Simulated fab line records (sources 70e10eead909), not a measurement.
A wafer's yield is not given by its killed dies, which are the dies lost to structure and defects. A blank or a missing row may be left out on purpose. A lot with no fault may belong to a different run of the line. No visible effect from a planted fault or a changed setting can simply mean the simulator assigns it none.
A struck lot beside a sound one    flow nand_harc    38 out of 1159 route steps
Sound: the wafers L909.3, L909.4, L909.6. The struck wafers were L926.1, L926.5, L926.6. At the end, the cause is stated.
For every step that has rows: the tool of each side, followed by ch and its chambers, followed by its first start. Under that, the readings that differ: sound wafers    struck wafers    difference of the means    sigmas: that difference in standard deviations of wafers without a fault.
alike: same words and numbers on both sides, and readings whose means sit less than 2 such deviations apart. not compared: any withheld reading, any reading some wafer has no value for, any bound like >300 that may hide the same value, and any number with overlapping values for which the record gives no deviation.
The two part at a step that has a row with sigmas, a row that says differs or no value, or rows on one side only. Numbers that don't overlap but have no deviation are shown without sigmas and don't part them. Lack of a reading on every wafer of one side parts them only where that side has two or more wafers.

NHARC_A_ZERO_WELL_INSPECT_17:
  struck on defect_inspect-02, day 10 17:25; sound on defect_inspect-01, day 7 00:59
  alike: raw_defect_count
then, 3 steps without rows for these wafers: NHARC_A_SOURCE_PLATE_PRECLEAN_00 (cleans in HF-LAST, time 60 s); NHARC_A_SOURCE_PLATE_SRD_01; NHARC_A_SOURCE_PLATE_OXIDE_02 (material SiO2, target thk 10 nm, ox time 1362 s).
NHARC_A_SOURCE_PLATE_THK_MEAS_09: measures by ellipsometry.
  struck on film_metro-02, day 11 00:26; sound on film_metro-01, day 7 09:19
  alike: thk_nm
then, 3 steps without rows for these wafers: NHARC_A_SOURCE_PLATE_PVD_04 (deposits WSi2, target thk 50 nm); NHARC_A_SOURCE_PLATE_CVD_03 (deposits poly-Si, target thk 200 nm, time 4000 s); NHARC_A_SOURCE_PLATE_ANNEAL_05 (time 1800 s).
NHARC_A_SOURCE_PLATE_THK_MEAS_06: measures by ellipsometry.
  struck on film_metro-01, day 11 13:12; sound on film_metro-02, day 8 01:18
reading      sound              struck             difference  sigmas
thk_nm (nm)  202.4 202.3 206.7  198.0 197.4 197.2  -6.3        -3
NHARC_A_SOURCE_PLATE_INSPECT_08:
  struck on defect_inspect-02, day 11 13:18; sound on defect_inspect-01, day 8 01:23
  alike: raw_defect_count
NHARC_A_ONON_D1_DEP_00: target thk 1000 nm.
  sound on pecvd_onon-01 ch 0, day 8 01:35; struck on pecvd_onon-01 ch 0, day 11 13:22
  alike: susceptor_temp_C
NHARC_A_ONON_D1_THK_MEAS_02: measures by ellipsometry.
  struck on film_metro-01, day 11 13:53; sound on film_metro-01, day 8 01:59
  alike: thk_nm
then, no rows for these wafers at 1 step: NHARC_A_ONON_D1_DEP_03 (target thk 1000 nm).
NHARC_A_ONON_D1_THK_MEAS_05: measures by ellipsometry.
  struck on film_metro-01, day 11 14:27; sound on film_metro-01, day 8 02:38
  alike: thk_nm
then, no rows for these wafers at 1 step: NHARC_A_ONON_D1_DEP_06 (target thk 1000 nm).
NHARC_A_ONON_D1_THK_MEAS_08: measures by ellipsometry.
  struck on film_metro-02, day 11 15:01; sound on film_metro-02, day 8 03:13
  alike: thk_nm
then, no rows for these wafers at 1 step: NHARC_A_ONON_D1_DEP_09 (target thk 1000 nm).
NHARC_A_ONON_D1_THK_MEAS_11: measures by ellipsometry.
  struck on film_metro-02, day 11 15:37; sound on film_metro-02, day 8 03:47
  alike: thk_nm
then, no rows for these wafers at 1 step: NHARC_A_ONON_D1_DEP_12 (target thk 1000 nm).
NHARC_A_ONON_D1_THK_MEAS_14: measures by ellipsometry.
  struck on film_metro-02, day 11 16:11; sound on film_metro-02, day 8 04:20
  alike: thk_nm
then, 2 steps without rows for these wafers: NHARC_A_ONON_D1_ANNEAL_15 (time 3600 s); NHARC_A_ONON_D1_DEP_16 (target thk 1000 nm).
NHARC_A_ONON_D1_THK_MEAS_18: measures by ellipsometry.
  struck on film_metro-01, day 11 23:16; sound on film_metro-02, day 8 13:53
  alike: thk_nm
then, no rows for these wafers at 1 step: NHARC_A_ONON_D1_DEP_19 (target thk 1000 nm).
NHARC_A_ONON_D1_THK_MEAS_21: measures by ellipsometry.
  struck on film_metro-02, day 11 23:50; sound on film_metro-01, day 8 14:35
  alike: thk_nm
then, no rows for these wafers at 1 step: NHARC_A_ONON_D1_DEP_22 (target thk 1000 nm).
NHARC_A_ONON_D1_THK_MEAS_24: measures by ellipsometry.
  struck on film_metro-02, day 12 00:25; sound on film_metro-01, day 8 15:10
  alike: thk_nm
then, no rows for these wafers at 1 step: NHARC_A_ONON_D1_DEP_25 (target thk 1000 nm).
NHARC_A_ONON_D1_THK_MEAS_27: measures by ellipsometry.
  struck on film_metro-01, day 12 00:59; sound on film_metro-02, day 8 15:44
reading      sound        struck          difference  sigmas
thk_nm (nm)  991 991 990  1021 1022 1019  +30         +2
then, no rows for these wafers at 1 step: NHARC_A_ONON_D1_DEP_28 (target thk 1000 nm).
NHARC_A_ONON_D1_THK_MEAS_30: measures by ellipsometry.
  struck on film_metro-02, day 12 01:34; sound on film_metro-01, day 8 16:17
  alike: thk_nm
NHARC_A_ONON_D1_DEP_33: deposits SiO2, target thk 200 nm.
  sound on pecvd-01 ch 0,1,2, day 8 16:32; struck on pecvd-04 ch 1,2, day 12 01:44
  alike: heater_power_w, susceptor_temp_C, throttle_valve_pct
NHARC_A_ONON_D1_THK_MEAS_34: measures by ellipsometry.
  struck on film_metro-01, day 12 02:13; sound on film_metro-02, day 8 16:52
  alike: thk_nm
NHARC_A_CHANNEL_HOLE_D1_DEP_00: deposits aC, target thk 3100 nm.
  sound on acl_dep-03 ch 0, day 8 19:10; struck on acl_dep-03 ch 0, day 12 03:30
reading               sound  struck                difference                    sigmas
susceptor_temp_C (C)  - - -  399.80 400.16 399.65  no value on the sound wafers  
  alike: throttle_valve_pct
NHARC_A_CHANNEL_HOLE_D1_DEP_01: deposits SiON, target thk 140 nm.
  sound on pecvd-04 ch 1,2, day 8 20:26; struck on pecvd-04 ch 1,2, day 12 05:27
  alike: heater_power_w, susceptor_temp_C
then, 2 steps without rows for these wafers: NHARC_A_CHANNEL_HOLE_D1_DEHYDRATE_02 (time 120 s); NHARC_A_CHANNEL_HOLE_D1_HMDS_03 (time 30 s).
-- record jumps: 11 days between struck wafers' starts before vs after; left off in module A_CHANNEL_HOLE_D1, resumes in module END, first step shown is number 1159 of the route --
NHARC_END_SORT_01:
  only the struck wafers appear in the record here, on prober-02 ch 0 at day 23 14:36; the sound ones have no rows

== WHERE THEY PART ==
First at NHARC_A_SOURCE_PLATE_THK_MEAS_06; last, within this record, at NHARC_END_SORT_01.

WHY: whatever the simulator had introduced
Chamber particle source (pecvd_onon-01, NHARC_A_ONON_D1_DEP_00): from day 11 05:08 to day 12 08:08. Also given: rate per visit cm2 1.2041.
